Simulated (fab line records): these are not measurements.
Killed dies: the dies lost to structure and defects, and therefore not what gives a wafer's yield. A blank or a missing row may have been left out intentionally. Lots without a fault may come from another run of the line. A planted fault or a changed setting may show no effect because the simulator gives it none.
Split-lot trial + flow n5-finfet + 7 lots, 39 wafers read, on a route of 1938 steps

## THE SPLIT
At N5_STI_FIN_REVEAL_ETCHBACK_08 (etches SiO2 in C4F6/O2, target depth 30.5 nm, time 10.167 s), the setting target-depth-a was moved away from the recipe's 305 angstrom on 12 of the 39 wafers read, by -14.0% to +9.5%. For the rest of the wafers, this setting stayed at what the recipe calls for.

## FROM THE SPLIT TO THE READING: what the file shows between them, 3 steps
- N5_STI_FIN_REVEAL_STRIP_24: strips in N2/H2, time 90 s
- N5_STI_FIN_REVEAL_PRECLEAN_25: cleans in SPM, time 90 s
- N5_STI_FIN_REVEAL_SRD_23: time 30 s

## THE READING
trench-depth-nm, in nm, at N5_STI_FIN_REVEAL_FIN_H_MEAS_10. On this fab line, fault-free wafers typically give 51.8 nm with a standard deviation of 0.65 nm.

| wafer  | tool, chamber at the split | target-depth-a as run, angstrom | against the recipe | trench-depth-nm, nm | against lot-mates on the recipe |
|--------|----------------------------|---------------------------------|--------------------|---------------------|---------------------------------|
| L078.1 | rie-diel-01, 2,1,2         | 305                             | recipe             | 52.5                | -                               |
| L078.2 | rie-diel-01, 2,1,2         | 305                             | recipe             | 51.6                | -                               |
| L078.5 | rie-diel-01, 2,1,2         | 305                             | recipe             | 52.8                | -                               |
| L082.1 | rie-diel-05, 0,2,1         | 305                             | recipe             | 52.3                | -                               |
| L082.2 | rie-diel-05, 1,3,0         | 334.1                           | +9.5%              | 56.3                | +3.8                            |
| L082.3 | rie-diel-05, 0,2,1         | 305                             | recipe             | 51.9                | -                               |
| L082.4 | rie-diel-05, 1,3,0         | 334.1                           | +9.5%              | 55.4                | +2.9                            |
| L082.5 | rie-diel-05, 0,2,1         | 305                             | recipe             | 53.2                | -                               |
| L082.6 | rie-diel-05, 1,3,0         | 334.1                           | +9.5%              | 55.7                | +3.2                            |
| L083.1 | rie-diel-01, 2,1,3         | 305                             | recipe             | 52.4                | -                               |
| L083.2 | rie-diel-01, 0,3,0         | 325.5                           | +6.7%              | 54.4                | +2.4                            |
| L083.3 | rie-diel-01, 0,3,0         | 325.5                           | +6.7%              | 54.3                | +2.3                            |
| L083.4 | rie-diel-01, 2,1,3         | 305                             | recipe             | 51.7                | -                               |
| L083.5 | rie-diel-01, 0,3,0         | 325.5                           | +6.7%              | 54.0                | +2.0                            |
| L083.6 | rie-diel-01, 2,1,3         | 305                             | recipe             | 51.9                | -                               |
| L089.1 | rie-diel-05, 1,2,3,0,1,2   | 305                             | recipe             | 51.4                | -                               |
| L089.2 | rie-diel-05, 1,2,3,0,1,2   | 305                             | recipe             | 51.1                | -                               |
| L089.3 | rie-diel-05, 1,2,3,0,1,2   | 305                             | recipe             | 51.1                | -                               |
| L089.4 | rie-diel-05, 1,2,3,0,1,2   | 305                             | recipe             | 50.8                | -                               |
| L089.5 | rie-diel-05, 1,2,3,0,1,2   | 305                             | recipe             | 51.7                | -                               |
| L089.6 | rie-diel-05, 1,2,3,0,1,2   | 305                             | recipe             | 50.8                | -                               |
| L092.1 | rie-diel-03, 1,0,3,2,1,0   | 305                             | recipe             | 51.7                | -                               |
| L092.2 | rie-diel-03, 1,0,3,2,1,0   | 305                             | recipe             | 51.8                | -                               |
| L092.3 | rie-diel-03, 1,0,3,2,1,0   | 305                             | recipe             | 51.7                | -                               |
| L092.4 | rie-diel-03, 1,0,3,2,1,0   | 305                             | recipe             | 50.9                | -                               |
| L092.5 | rie-diel-03, 1,0,3,2,1,0   | 305                             | recipe             | 51.0                | -                               |
| L092.6 | rie-diel-03, 1,0,3,2,1,0   | 305                             | recipe             | 52.1                | -                               |
| L094.1 | rie-diel-01, 2,0,2         | 279.2                           | -8.5%              | 49.2                | -1.8                            |
| L094.2 | rie-diel-01, 3,1,3         | 305                             | recipe             | 51.3                | -                               |
| L094.3 | rie-diel-01, 3,1,3         | 305                             | recipe             | 50.6                | -                               |
| L094.4 | rie-diel-01, 2,0,2         | 279.2                           | -8.5%              | 48.3                | -2.7                            |
| L094.5 | rie-diel-01, 2,0,2         | 279.2                           | -8.5%              | 49.2                | -1.8                            |
| L094.6 | rie-diel-01, 3,1,3         | 305                             | recipe             | 51.2                | -                               |
| L095.1 | rie-diel-05, 3,1,0         | 305                             | recipe             | 52.6                | -                               |
| L095.2 | rie-diel-05, 3,1,0         | 305                             | recipe             | 52.0                | -                               |
| L095.3 | rie-diel-05, 2,0,1         | 262.3                           | -14.0%             | 47.9                | -4.2                            |
| L095.4 | rie-diel-05, 2,0,1         | 262.3                           | -14.0%             | 47.0                | -5.1                            |
| L095.5 | rie-diel-05, 2,0,1         | 262.3                           | -14.0%             | 48.0                | -4.1                            |
| L095.6 | rie-diel-05, 3,1,0         | 305                             | recipe             | 51.6                | -                               |
If several chambers appear in one row, that row covers several wafers at once and the file leaves open which wafer was in which chamber.

FIT RESULTS
A straight line over all 39 wafers: trench-depth-nm changes by +0.341 nm for each +1% of target-depth-a; r = +0.95; the points scatter about the line by 0.66 nm.
The same after taking each lot's own level away (the mean of its wafers on the recipe; 39 wafers): +0.315 nm for each +1%; r = +0.97; scatter 0.44 nm.
On that fit, the largest move of target-depth-a shifts the reading by 4.4 nm.
The lots' own levels span 51.03 to 52.47 nm, that is 2.2 times the standard deviation above.
The two slopes agree, so the slope changes little with the lot-to-lot level.
Check: -4.38 nm against its lot-mates is what the line predicts for one of the wafers moved furthest among these (-14.0%) when that wafer is left out of the fit. Against them it came out at -4.17 nm.

## OTHER SPLITS APPLIED TO THESE WAFERS
Note: prior to the reading, these wafers also went through further splits. Each is held against what the fit with the lots' levels taken away leaves over:
| other split on the same wafers        | wafers away from the commonest value | r with trench-depth-nm (lot level and that fit taken away) |
|---------------------------------------|--------------------------------------|------------------------------------------------------------|
| N5_WELL_APT_EPI_41 time-s             | 12                                   | +0.06                                                      |
| N5_FIN_SAQP_SPACER1_ALD_24 ald-cycles | 18                                   | -0.12                                                      |

## FILE'S OWN FIT
trench-depth-nm changes by +0.314 nm for each +1% of target-depth-a, r = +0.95.
